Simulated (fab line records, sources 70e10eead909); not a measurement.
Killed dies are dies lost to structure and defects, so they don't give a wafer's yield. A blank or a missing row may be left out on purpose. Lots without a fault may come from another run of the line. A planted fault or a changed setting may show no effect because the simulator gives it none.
Which tool did it? | flow nand_harc | 24 lots, 72 wafers sampled, at 4 steps of a route of 1159

WHAT THE GAUGES READ, wafer by wafer
NHARC_P_M0_INSPECT_27. Usual: raw_defect_count 275, standard deviation 92.
lot  | measured     | on                | raw_defect_count | flag
L074 | day 5 17:13  | defect_inspect-01 | 227 162 277      |
L077 | day 6 17:28  | defect_inspect-02 | 287 244 294      |
L076 | day 6 18:07  | defect_inspect-02 | 444 345 375      |
L078 | day 6 21:09  | defect_inspect-01 | 142 157 198      |
L075 | day 6 21:25  | defect_inspect-02 | 278 227 346      |
L079 | day 7 12:11  | defect_inspect-02 | 302 509 492      |
L080 | day 7 14:55  | defect_inspect-02 | 310 264 379      |
L081 | day 7 16:04  | defect_inspect-02 | 289 202 439      |
L082 | day 7 20:26  | defect_inspect-01 | 103 284 456      |
L083 | day 8 09:46  | defect_inspect-01 | 187 153 148      |
L087 | day 9 02:32  | defect_inspect-02 | 260 230 144      |
L086 | day 9 02:52  | defect_inspect-02 | 331 181 280      |
L084 | day 9 03:07  | defect_inspect-01 | 211 160 505      |
L085 | day 9 12:44  | defect_inspect-01 | 361 223 306      |
L088 | day 9 18:02  | defect_inspect-02 | 303 219 410      |
L089 | day 9 18:38  | defect_inspect-01 | 289 312 292      |
L090 | day 9 22:15  | defect_inspect-01 | 172 204 438      |
L091 | day 10 01:46 | defect_inspect-01 | 489 353 519      |
L093 | day 10 11:18 | defect_inspect-02 | 220 349 150      |
L092 | day 10 11:57 | defect_inspect-02 | 431 337 246      |
L094 | day 10 17:31 | defect_inspect-01 | 186 233 222      |
L096 | day 11 04:44 | defect_inspect-01 | 184 264 258      |
L095 | day 11 05:17 | defect_inspect-02 | 335 199 196      |
L097 | day 12 04:19 | defect_inspect-02 | 230 213 192      |

NHARC_P_BONDPAD_OVL_MEAS_38. Usual: overlay_x_nm -1 nm, standard deviation 5.4; overlay_y_nm -1 nm, standard deviation 4.7.
lot  | measured     | on         | overlay_x_nm (nm) | overlay_y_nm (nm) | flag
L074 | day 6 03:28  | overlay-02 | -2 -1 0           | -1 -1 -1          |
L077 | day 7 04:20  | overlay-02 | 4 4 4             | -4 -4 -4          |
L076 | day 7 04:30  | overlay-01 | -2 -2 -2          | 3 3 3             |
L078 | day 7 07:31  | overlay-01 | -1 -1 0           | 1 1 1             |
L075 | day 7 07:54  | overlay-02 | 3 2 3             | -2 -2 -3          |
L079 | day 7 22:49  | overlay-02 | -1 -1 -2          | -5 -4 -4          |
L080 | day 8 01:21  | overlay-02 | -3 -3 -4          | 1 1 0             |
L081 | day 8 02:13  | overlay-01 | -5 -6 -5          | -2 -2 -2          |
L082 | day 8 06:50  | overlay-02 | -8 -8 -8          | -2 -2 -2          |
L083 | day 8 19:55  | overlay-01 | -4 -5 -5          | 6 6 6             |
L087 | day 9 13:02  | overlay-01 | -1 -1 -1          | 2 2 3             |
L086 | day 9 13:47  | overlay-02 | -12 -12 -12       | -7 -7 -7          |
L084 | day 9 13:59  | overlay-02 | -5 -6 -6          | 5 5 5             |
L085 | day 9 22:55  | overlay-02 | 10 10 10          | -6 -6 -6          |
L088 | day 10 04:44 | overlay-01 | 3 4 4             | 3 3 3             |
L089 | day 10 05:17 | overlay-01 | -3 -3 -3          | -8 -8 -7          |
L090 | day 10 08:18 | overlay-01 | -1 -1 -1          | 7 7 7             |
L091 | day 10 12:31 | overlay-02 | -3 -4 -3          | -4 -5 -5          |
L093 | day 10 21:36 | overlay-01 | 11 11 11          | -8 -9 -8          |
L092 | day 10 22:14 | overlay-02 | 6 7 6             | -1 -2 -2          |
L094 | day 11 03:42 | overlay-02 | 4 4 4             | 2 2 2             |
L096 | day 11 15:08 | overlay-02 | 0 -1 0            | 0 0 0             |
L095 | day 11 15:47 | overlay-01 | -8 -8 -8          | 6 7 7             |
L097 | day 12 17:32 | overlay-01 | -4 -4 -5          | -9 -9 -9          |

WHICH TOOL RAN EACH LOT (tool, then ch and the chambers of the sampled wafers, then the start)
lot  | NHARC_P_M1_DESCUM_14               | NHARC_P_M2_STRIP_18
L074 | rie_diel-10 ch 1,2,3, day 5 18:48  | rie_diel-03 ch 2,3, day 5 23:23
L077 | rie_diel-02 ch 0,1,2, day 6 19:04  | rie_diel-03 ch 0,1, day 6 23:52
L076 | rie_diel-10 ch 0,2,3, day 6 19:42  | rie_diel-03 ch 1,3, day 7 00:20
L078 | rie_diel-02 ch 0,1, day 6 22:43    | rie_diel-12 ch 1,2, day 7 03:23
L075 | rie_diel-04 ch 0,3, day 6 22:52    | rie_diel-12 ch 0,3, day 7 03:45
L079 | rie_diel-10 ch 0,1,3, day 7 13:47  | rie_diel-12 ch 0,2,3, day 7 18:26
L080 | rie_diel-10 ch 2,3, day 7 16:29    | rie_diel-09 ch 0,3, day 7 21:07
L081 | rie_diel-04 ch 1,2,3, day 7 17:38  | rie_diel-03 ch 0,3, day 7 22:10
L082 | rie_diel-10 ch 0,1,3, day 7 21:58  | rie_diel-03 ch 1,2, day 8 02:48
L083 | rie_diel-02 ch 0,1,2, day 8 11:14  | rie_diel-03 ch 1,2, day 8 15:50
L087 | rie_diel-10 ch 0,1,3, day 9 04:07  | rie_diel-12 ch 0,2,3, day 9 08:47
L086 | rie_diel-04 ch 0,1,3, day 9 04:26  | rie_diel-03 ch 0,1,2, day 9 09:20
L084 | rie_diel-02 ch 0,1,2, day 9 04:41  | rie_diel-03 ch 0,2,3, day 9 09:44
L085 | rie_diel-10 ch 1,2, day 9 14:13    | rie_diel-03 ch 0,3, day 9 18:47
L088 | rie_diel-04 ch 0,1,2, day 9 19:58  | rie_diel-09 ch 1,2,3, day 10 00:35
L089 | rie_diel-04 ch 1,2, day 9 20:34    | rie_diel-09 ch 0,1,3, day 10 01:19
L090 | rie_diel-10 ch 0,1,3, day 9 23:50  | rie_diel-09 ch 0,2,3, day 10 04:17
L091 | rie_diel-04 ch 1,2, day 10 03:43   | rie_diel-09 ch 1,2,3, day 10 08:23
L093 | rie_diel-02 ch 1,2,3, day 10 12:55 | rie_diel-09 ch 1,3, day 10 17:29
L092 | rie_diel-04 ch 0,1,3, day 10 13:34 | rie_diel-03 ch 0,1,3, day 10 18:10
L094 | rie_diel-04 ch 1,2, day 10 19:05   | rie_diel-12 ch 0,1,3, day 10 23:42
L096 | rie_diel-02 ch 1,2,3, day 11 06:20 | rie_diel-03 ch 2,3, day 11 11:01
L095 | rie_diel-02 ch 0,2, day 11 07:02   | rie_diel-12 ch 1,2, day 11 11:32
L097 | rie_diel-10 ch 0,2,3, day 12 05:54 | rie_diel-03 ch 0,1,3, day 12 10:34
- NHARC_P_M1_DESCUM_14: chemistry O2, time 3 s.
- NHARC_P_M2_STRIP_18: strips in N2/H2.

WHAT THE TOOLS THEMSELVES READ (means of the sampled wafers that have a number; where no wafer has one, the mark that the record gives instead)
NHARC_P_M1_DESCUM_14. Usual: drypump_motor_current_A 5.8 A, standard deviation 0.36; o2_flow_sccm 200.0 sccm, standard deviation 0.61; oes_product_au 1.000 a.u., standard deviation 0.01; rf_vpp_V 57.7 V, standard deviation 0.91; showerhead_plenum_p_Torr 1.91 Torr, standard deviation 0.067; throttle_valve_pct 11.311 %, standard deviation 0.0097.
lot  | tool        | drypump_motor_current_A (A) | o2_flow_sccm (sccm) | oes_product_au (a.u.) | rf_vpp_V (V) | showerhead_plenum_p_Torr (Torr) | throttle_valve_pct (%) | flag
L074 | rie_diel-10 | 5.8                         | 200.2               | 1.008                 | 57.0         | 1.86                            | 11.311                 |
L077 | rie_diel-02 | 5.9                         | 200.0               | 1.009                 | 58.8         | 1.96                            | 11.307                 |
L076 | rie_diel-10 | 6.0                         | 200.6               | 0.991                 | 57.3         | 1.90                            | 11.307                 |
L078 | rie_diel-02 | 5.8                         | 200.2               | 1.006                 | 57.8         | 1.95                            | 11.309                 |
L075 | rie_diel-04 | 6.0                         | 199.4               | 0.990                 | 58.2         | 1.92                            | 11.303                 |
L079 | rie_diel-10 | 5.8                         | 200.4               | 1.000                 | 58.2         | 1.88                            | 11.321                 |
L080 | rie_diel-10 | 5.9                         | 199.2               | 1.006                 | 57.5         | 1.88                            | 11.302                 |
L081 | rie_diel-04 | 5.4                         | 200.8               | 0.993                 | 58.0         | 1.90                            | 11.308                 |
L082 | rie_diel-10 | 5.8                         | 200.0               | 0.998                 | 56.6         | 1.88                            | 11.320                 |
L083 | rie_diel-02 | 5.9                         | 200.1               | 1.009                 | 58.5         | 1.96                            | 11.313                 |
L087 | rie_diel-10 | 5.8                         | 200.0               | 0.989                 | 57.5         | 1.88                            | 11.313                 |
L086 | rie_diel-04 | 5.8                         | 200.3               | 0.990                 | 57.8         | 1.94                            | 11.313                 |
L084 | rie_diel-02 | 5.9                         | 199.8               | 1.017                 | 58.1         | 1.96                            | 11.314                 |
L085 | rie_diel-10 | 5.5                         | 199.8               | 0.994                 | 57.3         | 1.84                            | 11.318                 |
L088 | rie_diel-04 | 5.7                         | 200.4               | 0.991                 | 58.2         | 1.90                            | 11.308                 |
L089 | rie_diel-04 | 5.4                         | 200.6               | 1.001                 | 57.6         | 1.86                            | 11.309                 |
L090 | rie_diel-10 | 5.8                         | 200.4               | 0.997                 | 57.0         | 1.88                            | 11.310                 |
L091 | rie_diel-04 | 5.4                         | 199.9               | 1.004                 | 57.3         | 1.86                            | 11.308                 |
L093 | rie_diel-02 | 6.0                         | 200.1               | 1.006                 | 58.3         | 1.91                            | 11.303                 |
L092 | rie_diel-04 | 5.8                         | 200.2               | 1.001                 | 58.2         | 1.94                            | 11.305                 |
L094 | rie_diel-04 | 5.3                         | 199.7               | 0.989                 | 57.3         | 1.86                            | 11.308                 |
L096 | rie_diel-02 | 6.0                         | 200.6               | 1.016                 | 57.5         | 1.91                            | 11.312                 |
L095 | rie_diel-02 | 5.9                         | 200.4               | 1.008                 | 58.4         | 2.01                            | 11.313                 |
L097 | rie_diel-10 | 6.0                         | 199.7               | 1.000                 | 57.7         | 1.90                            | 11.303                 |

NHARC_P_M2_STRIP_18. Usual: drypump_motor_current_A 5.7 A, standard deviation 0.4; oes_product_au 0.998 a.u., standard deviation 0.0096; rf_vpp_V 91.1 V, standard deviation 1; showerhead_plenum_p_Torr 2.09 Torr, standard deviation 0.087; throttle_valve_pct 14.171 %, standard deviation 0.0088.
lot  | tool        | drypump_motor_current_A (A) | oes_product_au (a.u.) | rf_vpp_V (V) | showerhead_plenum_p_Torr (Torr) | throttle_valve_pct (%) | flag
L074 | rie_diel-03 | 5.7                         | 0.998                 | 91.4         | 2.16                            | 14.170                 |
L077 | rie_diel-03 | 5.3                         | 0.998                 | 90.9         | 1.98                            | 14.173                 |
L076 | rie_diel-03 | 5.4                         | 0.997                 | 90.3         | 2.02                            | 14.174                 |
L078 | rie_diel-12 | 6.3                         | 0.990                 | 92.0         | 2.17                            | 14.171                 |
L075 | rie_diel-12 | 5.3                         | 0.995                 | 90.9         | 2.12                            | 14.164                 |
L079 | rie_diel-12 | 5.6                         | 0.998                 | 92.2         | 2.12                            | 14.164                 |
L080 | rie_diel-09 | 5.6                         | 0.979                 | 90.7         | 1.98                            | 14.167                 |
L081 | rie_diel-03 | 5.6                         | 1.001                 | 91.5         | 2.10                            | 14.173                 |
L082 | rie_diel-03 | 5.5                         | 1.000                 | 90.3         | 2.09                            | 14.156                 |
L083 | rie_diel-03 | 5.5                         | 1.003                 | 91.6         | 2.09                            | 14.171                 |
L087 | rie_diel-12 | 5.6                         | 1.003                 | 91.0         | 2.12                            | 14.168                 |
L086 | rie_diel-03 | 5.5                         | 1.002                 | 91.8         | 2.06                            | 14.176                 |
L084 | rie_diel-03 | 5.6                         | 1.011                 | 91.1         | 2.13                            | 14.175                 |
L085 | rie_diel-03 | 5.6                         | 1.005                 | 90.4         | 2.10                            | 14.170                 |
L088 | rie_diel-09 | 5.8                         | 0.997                 | 91.9         | 2.09                            | 14.181                 |
L089 | rie_diel-09 | 6.0                         | 0.994                 | 90.4         | 2.01                            | 14.168                 |
L090 | rie_diel-09 | 5.5                         | 0.994                 | 92.0         | 2.05                            | 14.174                 |
L091 | rie_diel-09 | 5.8                         | 0.993                 | 91.0         | 2.09                            | 14.171                 |
L093 | rie_diel-09 | 5.8                         | 0.999                 | 91.2         | 2.08                            | 14.170                 |
L092 | rie_diel-03 | 5.5                         | 1.000                 | 90.7         | 2.06                            | 14.164                 |
L094 | rie_diel-12 | 5.6                         | 0.999                 | 91.3         | 2.10                            | 14.170                 |
L096 | rie_diel-03 | 5.6                         | 1.008                 | 90.5         | 2.16                            | 14.175                 |
L095 | rie_diel-12 | 6.2                         | 0.997                 | 91.8         | 2.14                            | 14.165                 |
L097 | rie_diel-03 | 5.5                         | 0.998                 | 90.3         | 2.06                            | 14.172                 |

THE ANSWER, worked out from the rows above alone
Rule: a lot is off if the mean of its wafers that have a number lies more than 3 standard deviations from the usual mean. A lot without any number at a reading at which 4 lots or more have one is off too. The other lots that the step has rows for count as sound. The gauges are gone through in route order, then the tools' own readings, and for those a lot's mean is taken as printed above. The first step at which some lot is off is used, and at that step the reading that is off furthest; a lot without a number counts as furthest.
No lot is off at any reading shown: from this, nothing can be told.

WHAT THE SIMULATOR HAD PUT IN
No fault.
